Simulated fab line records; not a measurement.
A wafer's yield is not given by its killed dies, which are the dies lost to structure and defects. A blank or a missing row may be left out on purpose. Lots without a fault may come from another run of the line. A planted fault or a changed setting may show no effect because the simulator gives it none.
Chamber matching -- flow nand-harc -- NHARC_THIN_TSV_DEP_47 on pecvd-04: 3 sister chambers
The step deposits SiO2, target thk 200 nm. 3 wafers are shown with their chamber, then 8 later ones without.

== WAFERS PAIRED WITH THEIR CHAMBERS ==
wafer,chamber,throttle-valve-pct (%)
L469.4,0,14.9
L469.5,2,16.2
L468.4,1,15.7

== WAFERS WHOSE CHAMBER IS MISSING ==
wafer,throttle-valve-pct (%)
L468.5,15.9
L468.6,16.0
L471.2,15.3
L471.5,16.4
L471.6,15.1
L470.1,15.5
L470.2,14.9
L470.4,15.9

== WHICH CHAMBER EACH WENT THROUGH ==
wafer,from the rows above,in truth
L468.5,can't be placed: 1 or 2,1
L468.6,can't be placed: 2 or 1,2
L471.2,can't be placed: 1 or 0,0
L471.5,2,2
L471.6,can't be placed: 0 or 1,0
L470.1,can't be placed: 1 or 0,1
L470.2,0,0
L470.4,can't be placed: 1 or 2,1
Placed correctly: 2 of 8. Can't be placed from these rows: 6 (the true chamber is among the candidates in 6). Wrongly placed: 0.
How it was worked out, from the rows above alone: a wafer's distance from a chamber is the root of the sum, over the readings, of the square of ((its reading less the chamber's mean) divided by the reading's scatter). If the next closest chamber is less than 2 further off than the closest, the wafer can't be placed; otherwise it belongs to the closest. Each chamber's mean is taken over the wafers shown for it. The scatter (one wafer shown for each chamber): square how far every hidden wafer sits from the nearest shown wafer, average those squares and take the square root.
